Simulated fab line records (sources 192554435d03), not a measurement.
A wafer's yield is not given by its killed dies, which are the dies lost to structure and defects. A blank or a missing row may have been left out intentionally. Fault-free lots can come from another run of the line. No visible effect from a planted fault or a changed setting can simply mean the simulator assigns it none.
Split-lot study || flow n5_finfet || 39 wafers read across 7 lots, on a route 1938 steps long

## THE SPLIT ITSELF
At N5_ZERO_LAYER_DEVELOP_10 (develop time 60 s), the setting develop_time_s was moved away from the recipe's 60 s on 15 of the 39 wafers read, by -52.0% to +49.5%. For the rest of the wafers, this setting stayed at what the recipe calls for.

## FROM THE SPLIT TO THE READING: what the file shows between them, 1 step
- N5_ZERO_LAYER_HARDBAKE_23: time 120 s

## THE READING
cd_nm, in nm, at N5_ZERO_LAYER_CD_MEAS_11 (target cd 2000 nm). Typical for fault-free wafers on this fab line: 2000.2 nm, with standard deviation 2 nm.

{"wafer": "L077.1", "tool, chamber at the split": "litho_track-04, 0", "develop_time_s as run, s": 28.83, "against the recipe": "-52.0%", "cd_nm, nm": 1983.5, "against lot-mates on the recipe": -16.0}
{"wafer": "L077.2", "tool, chamber at the split": "litho_track-04, 0", "develop_time_s as run, s": 28.83, "against the recipe": "-52.0%", "cd_nm, nm": 1984.6, "against lot-mates on the recipe": -14.9}
{"wafer": "L077.3", "tool, chamber at the split": "litho_track-04, 0", "develop_time_s as run, s": 60, "against the recipe": "recipe", "cd_nm, nm": 1999.5, "against lot-mates on the recipe": "-"}
{"wafer": "L077.4", "tool, chamber at the split": "litho_track-04, 0", "develop_time_s as run, s": 28.83, "against the recipe": "-52.0%", "cd_nm, nm": 1985.3, "against lot-mates on the recipe": -14.2}
{"wafer": "L077.5", "tool, chamber at the split": "litho_track-04, 0", "develop_time_s as run, s": 60, "against the recipe": "recipe", "cd_nm, nm": 1997.2, "against lot-mates on the recipe": "-"}
{"wafer": "L077.6", "tool, chamber at the split": "litho_track-04, 0", "develop_time_s as run, s": 60, "against the recipe": "recipe", "cd_nm, nm": 2001.7, "against lot-mates on the recipe": "-"}
{"wafer": "L085.1", "tool, chamber at the split": "litho_track-02, 0", "develop_time_s as run, s": 60, "against the recipe": "recipe", "cd_nm, nm": 1997.9, "against lot-mates on the recipe": "-"}
{"wafer": "L085.2", "tool, chamber at the split": "litho_track-02, 0", "develop_time_s as run, s": 60, "against the recipe": "recipe", "cd_nm, nm": 1997.3, "against lot-mates on the recipe": "-"}
{"wafer": "L085.3", "tool, chamber at the split": "litho_track-02, 0", "develop_time_s as run, s": 84.36, "against the recipe": "+40.6%", "cd_nm, nm": 2003.0, "against lot-mates on the recipe": "+6.2"}
{"wafer": "L085.4", "tool, chamber at the split": "litho_track-02, 0", "develop_time_s as run, s": 84.36, "against the recipe": "+40.6%", "cd_nm, nm": 2003.4, "against lot-mates on the recipe": "+6.6"}
{"wafer": "L085.5", "tool, chamber at the split": "litho_track-02, 0", "develop_time_s as run, s": 60, "against the recipe": "recipe", "cd_nm, nm": 1995.2, "against lot-mates on the recipe": "-"}
{"wafer": "L085.6", "tool, chamber at the split": "litho_track-02, 0", "develop_time_s as run, s": 84.36, "against the recipe": "+40.6%", "cd_nm, nm": 2001.4, "against lot-mates on the recipe": "+4.6"}
{"wafer": "L089.1", "tool, chamber at the split": "litho_track-02, 0", "develop_time_s as run, s": 83.9, "against the recipe": "+39.8%", "cd_nm, nm": 2006.1, "against lot-mates on the recipe": "+5.1"}
{"wafer": "L089.2", "tool, chamber at the split": "litho_track-02, 0", "develop_time_s as run, s": 83.9, "against the recipe": "+39.8%", "cd_nm, nm": 2004.5, "against lot-mates on the recipe": "+3.5"}
{"wafer": "L089.3", "tool, chamber at the split": "litho_track-02, 0", "develop_time_s as run, s": 60, "against the recipe": "recipe", "cd_nm, nm": 2000.7, "against lot-mates on the recipe": "-"}
{"wafer": "L089.4", "tool, chamber at the split": "litho_track-02, 0", "develop_time_s as run, s": 60, "against the recipe": "recipe", "cd_nm, nm": 2000.7, "against lot-mates on the recipe": "-"}
{"wafer": "L089.5", "tool, chamber at the split": "litho_track-02, 0", "develop_time_s as run, s": 83.9, "against the recipe": "+39.8%", "cd_nm, nm": 2006.5, "against lot-mates on the recipe": "+5.5"}
{"wafer": "L089.6", "tool, chamber at the split": "litho_track-02, 0", "develop_time_s as run, s": 60, "against the recipe": "recipe", "cd_nm, nm": 2001.6, "against lot-mates on the recipe": "-"}
{"wafer": "L091.1", "tool, chamber at the split": "litho_track-02, 0", "develop_time_s as run, s": 60, "against the recipe": "recipe", "cd_nm, nm": 1999.0, "against lot-mates on the recipe": "-"}
{"wafer": "L091.2", "tool, chamber at the split": "litho_track-02, 0", "develop_time_s as run, s": 60, "against the recipe": "recipe", "cd_nm, nm": 2000.1, "against lot-mates on the recipe": "-"}
{"wafer": "L091.3", "tool, chamber at the split": "litho_track-02, 0", "develop_time_s as run, s": 60, "against the recipe": "recipe", "cd_nm, nm": 1998.1, "against lot-mates on the recipe": "-"}
{"wafer": "L092.1", "tool, chamber at the split": "litho_track-03, 0", "develop_time_s as run, s": 60, "against the recipe": "recipe", "cd_nm, nm": 2000.3, "against lot-mates on the recipe": "-"}
{"wafer": "L092.2", "tool, chamber at the split": "litho_track-03, 0", "develop_time_s as run, s": 60, "against the recipe": "recipe", "cd_nm, nm": 2001.8, "against lot-mates on the recipe": "-"}
{"wafer": "L092.3", "tool, chamber at the split": "litho_track-03, 0", "develop_time_s as run, s": 60, "against the recipe": "recipe", "cd_nm, nm": 1999.9, "against lot-mates on the recipe": "-"}
{"wafer": "L092.4", "tool, chamber at the split": "litho_track-03, 0", "develop_time_s as run, s": 60, "against the recipe": "recipe", "cd_nm, nm": 2001.2, "against lot-mates on the recipe": "-"}
{"wafer": "L092.5", "tool, chamber at the split": "litho_track-03, 0", "develop_time_s as run, s": 60, "against the recipe": "recipe", "cd_nm, nm": 1999.8, "against lot-mates on the recipe": "-"}
{"wafer": "L092.6", "tool, chamber at the split": "litho_track-03, 0", "develop_time_s as run, s": 60, "against the recipe": "recipe", "cd_nm, nm": 2002.9, "against lot-mates on the recipe": "-"}
{"wafer": "L094.1", "tool, chamber at the split": "litho_track-02, 0", "develop_time_s as run, s": 38.6, "against the recipe": "-35.7%", "cd_nm, nm": 1990.9, "against lot-mates on the recipe": -8.7}
{"wafer": "L094.2", "tool, chamber at the split": "litho_track-02, 0", "develop_time_s as run, s": 60, "against the recipe": "recipe", "cd_nm, nm": 2001.5, "against lot-mates on the recipe": "-"}
{"wafer": "L094.3", "tool, chamber at the split": "litho_track-02, 0", "develop_time_s as run, s": 38.6, "against the recipe": "-35.7%", "cd_nm, nm": 1989.7, "against lot-mates on the recipe": -9.9}
{"wafer": "L094.4", "tool, chamber at the split": "litho_track-02, 0", "develop_time_s as run, s": 60, "against the recipe": "recipe", "cd_nm, nm": 1998.7, "against lot-mates on the recipe": "-"}
{"wafer": "L094.5", "tool, chamber at the split": "litho_track-02, 0", "develop_time_s as run, s": 60, "against the recipe": "recipe", "cd_nm, nm": 1998.5, "against lot-mates on the recipe": "-"}
{"wafer": "L094.6", "tool, chamber at the split": "litho_track-02, 0", "develop_time_s as run, s": 38.6, "against the recipe": "-35.7%", "cd_nm, nm": 1987.4, "against lot-mates on the recipe": -12.2}
{"wafer": "L097.1", "tool, chamber at the split": "litho_track-03, 0", "develop_time_s as run, s": 89.7, "against the recipe": "+49.5%", "cd_nm, nm": 2009.0, "against lot-mates on the recipe": "+7.5"}
{"wafer": "L097.2", "tool, chamber at the split": "litho_track-03, 0", "develop_time_s as run, s": 60, "against the recipe": "recipe", "cd_nm, nm": 1999.7, "against lot-mates on the recipe": "-"}
{"wafer": "L097.3", "tool, chamber at the split": "litho_track-03, 0", "develop_time_s as run, s": 89.7, "against the recipe": "+49.5%", "cd_nm, nm": 2008.6, "against lot-mates on the recipe": "+7.1"}
{"wafer": "L097.4", "tool, chamber at the split": "litho_track-03, 0", "develop_time_s as run, s": 60, "against the recipe": "recipe", "cd_nm, nm": 2001.4, "against lot-mates on the recipe": "-"}
{"wafer": "L097.5", "tool, chamber at the split": "litho_track-03, 0", "develop_time_s as run, s": 89.7, "against the recipe": "+49.5%", "cd_nm, nm": 2009.2, "against lot-mates on the recipe": "+7.7"}
{"wafer": "L097.6", "tool, chamber at the split": "litho_track-03, 0", "develop_time_s as run, s": 60, "against the recipe": "recipe", "cd_nm, nm": 2003.5, "against lot-mates on the recipe": "-"}

FIT RESULTS
A straight line over all 39 wafers: cd_nm changes by +0.209 nm for each +1% of develop_time_s; r = +0.91; the points scatter about the line by 2.6 nm.
The same after taking each lot's own level away (the mean of its wafers on the recipe; 39 wafers): +0.206 nm for each +1%; r = +0.94; scatter 2 nm.
Per that fit: largest develop_time_s move, reading shift of 11 nm.
Across the lots, their own levels run from 1996.80 to 2001.53 nm, a range of 2.4 times the standard deviation given above.
Hence the lot-to-lot level has little effect on the slope; both slopes agree.
Check: -11.3 nm against its lot-mates is what the line predicts for one of the wafers moved furthest among these (-52.0%) when that wafer is left out of the fit. It came out at -16 nm against them.

## THE WHOLE CHAIN: every reading that the file lists as answering this split, in the file's order
{"step": "N5_ZERO_LAYER_CD_MEAS_11", "what it does": "target cd 2000 nm", "reading": "cd_nm", "change (the file's fit)": "+0.2 nm for each +1% of the setting", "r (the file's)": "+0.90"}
{"step": "N5_ZERO_LAYER_DESCUM_16", "what it does": "chemistry O2, time 7.9 s", "reading": "ZERO_LAYER.cd_nm (the simulator's own value, which no gauge read)", "change (the file's fit)": "+0.196 nm for each +1% of the setting", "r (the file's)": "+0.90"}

## FILE'S OWN FIT
cd_nm changes by +0.2 nm for each +1% of develop_time_s, r = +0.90.
